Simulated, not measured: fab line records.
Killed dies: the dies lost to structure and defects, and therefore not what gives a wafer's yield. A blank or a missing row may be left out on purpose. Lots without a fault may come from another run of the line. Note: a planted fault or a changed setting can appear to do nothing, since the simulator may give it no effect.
Chamber matching / flow n5_finfet / N5_FIN_SAQP_ETCH_51 on rie_diel-01: 4 sister chambers
The step etches SiARC in CF4, target depth 45.5 nm, time 75.8 s. 18 wafers are shown with their chamber, then 9 later ones without.

== WAFERS, EACH WITH ITS CHAMBER ==
wafer=L080.2; chamber=3; drypump_motor_current_A (A)=4.8; showerhead_plenum_p_Torr (Torr)=2.17; throttle_valve_pct (%)=15.0
wafer=L080.3; chamber=2; drypump_motor_current_A (A)=5.6; showerhead_plenum_p_Torr (Torr)=2.20; throttle_valve_pct (%)=15.9
wafer=L080.4; chamber=1; drypump_motor_current_A (A)=5.5; showerhead_plenum_p_Torr (Torr)=2.20; throttle_valve_pct (%)=15.4
wafer=L082.1; chamber=0; drypump_motor_current_A (A)=5.6; showerhead_plenum_p_Torr (Torr)=2.24; throttle_valve_pct (%)=15.5
wafer=L082.2; chamber=2; drypump_motor_current_A (A)=5.6; showerhead_plenum_p_Torr (Torr)=2.19; throttle_valve_pct (%)=15.8
wafer=L082.3; chamber=3; drypump_motor_current_A (A)=4.8; showerhead_plenum_p_Torr (Torr)=2.16; throttle_valve_pct (%)=15.1
wafer=L082.4; chamber=1; drypump_motor_current_A (A)=5.5; showerhead_plenum_p_Torr (Torr)=2.20; throttle_valve_pct (%)=15.5
wafer=L082.5; chamber=2; drypump_motor_current_A (A)=5.6; showerhead_plenum_p_Torr (Torr)=2.19; throttle_valve_pct (%)=15.9
wafer=L082.6; chamber=1; drypump_motor_current_A (A)=5.5; showerhead_plenum_p_Torr (Torr)=2.20; throttle_valve_pct (%)=15.4
wafer=L088.1; chamber=3; drypump_motor_current_A (A)=4.8; showerhead_plenum_p_Torr (Torr)=2.16; throttle_valve_pct (%)=15.1
wafer=L088.2; chamber=0; drypump_motor_current_A (A)=5.6; showerhead_plenum_p_Torr (Torr)=2.23; throttle_valve_pct (%)=15.6
wafer=L088.5; chamber=3; drypump_motor_current_A (A)=4.8; showerhead_plenum_p_Torr (Torr)=2.16; throttle_valve_pct (%)=15.1
wafer=L090.4; chamber=2; drypump_motor_current_A (A)=5.6; showerhead_plenum_p_Torr (Torr)=2.19; throttle_valve_pct (%)=15.4
wafer=L090.5; chamber=3; drypump_motor_current_A (A)=4.8; showerhead_plenum_p_Torr (Torr)=2.16; throttle_valve_pct (%)=15.1
wafer=L090.6; chamber=1; drypump_motor_current_A (A)=5.5; showerhead_plenum_p_Torr (Torr)=2.19; throttle_valve_pct (%)=15.5
wafer=L091.1; chamber=2; drypump_motor_current_A (A)=5.5; showerhead_plenum_p_Torr (Torr)=2.19; throttle_valve_pct (%)=15.4
wafer=L091.3; chamber=0; drypump_motor_current_A (A)=5.7; showerhead_plenum_p_Torr (Torr)=2.23; throttle_valve_pct (%)=15.6
wafer=L091.6; chamber=0; drypump_motor_current_A (A)=5.7; showerhead_plenum_p_Torr (Torr)=2.23; throttle_valve_pct (%)=15.6

SIGNATURES (means of the wafers above)
reading=drypump_motor_current_A; chamber 0=5.650; chamber 1=5.500; chamber 2=5.580; chamber 3=4.800; scatter within a chamber=0.0359
reading=showerhead_plenum_p_Torr; chamber 0=2.2325; chamber 1=2.1975; chamber 2=2.1920; chamber 3=2.1620; scatter within a chamber=0.00471
reading=throttle_valve_pct; chamber 0=15.575; chamber 1=15.450; chamber 2=15.680; chamber 3=15.080; scatter within a chamber=0.145
Rule: a wafer's distance from a chamber is the root of the sum, over the readings, of the square of ((its reading less the chamber's mean) divided by the reading's scatter). If the next closest chamber is less than 2 further off than the closest, the wafer can't be placed; otherwise it belongs to the closest. The scatter: the root of (the sum of the squares of (reading less its chamber's mean) over the shown wafers, divided by (wafers less chambers)).

== WAFERS WITHOUT THEIR CHAMBER ==
wafer=L092.1; drypump_motor_current_A (A)=4.8; showerhead_plenum_p_Torr (Torr)=2.16; throttle_valve_pct (%)=15.1
wafer=L092.2; drypump_motor_current_A (A)=5.6; showerhead_plenum_p_Torr (Torr)=2.23; throttle_valve_pct (%)=15.6
wafer=L092.3; drypump_motor_current_A (A)=5.6; showerhead_plenum_p_Torr (Torr)=2.19; throttle_valve_pct (%)=15.5
wafer=L092.4; drypump_motor_current_A (A)=5.6; showerhead_plenum_p_Torr (Torr)=2.19; throttle_valve_pct (%)=15.4
wafer=L092.5; drypump_motor_current_A (A)=4.8; showerhead_plenum_p_Torr (Torr)=2.16; throttle_valve_pct (%)=15.1
wafer=L092.6; drypump_motor_current_A (A)=5.6; showerhead_plenum_p_Torr (Torr)=2.19; throttle_valve_pct (%)=15.4
wafer=L094.2; drypump_motor_current_A (A)=4.8; showerhead_plenum_p_Torr (Torr)=2.15; throttle_valve_pct (%)=15.1
wafer=L094.3; drypump_motor_current_A (A)=5.6; showerhead_plenum_p_Torr (Torr)=2.19; throttle_valve_pct (%)=15.4
wafer=L094.4; drypump_motor_current_A (A)=5.7; showerhead_plenum_p_Torr (Torr)=2.23; throttle_valve_pct (%)=15.6

== WHICH CHAMBER EACH ONE RAN IN ==
wafer=L092.1; from the rows above=3; in truth=3
wafer=L092.2; from the rows above=0; in truth=0
wafer=L092.3; from the rows above=can't be placed: 2 or 1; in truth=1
wafer=L092.4; from the rows above=can't be placed: 2 or 1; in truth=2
wafer=L092.5; from the rows above=3; in truth=3
wafer=L092.6; from the rows above=can't be placed: 2 or 1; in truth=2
wafer=L094.2; from the rows above=3; in truth=3
wafer=L094.3; from the rows above=can't be placed: 2 or 1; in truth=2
wafer=L094.4; from the rows above=0; in truth=0
Correct placement for 5 of the 9. Can't be placed from these rows: 4 (the true chamber is among the candidates in 4). 0 placed wrongly.
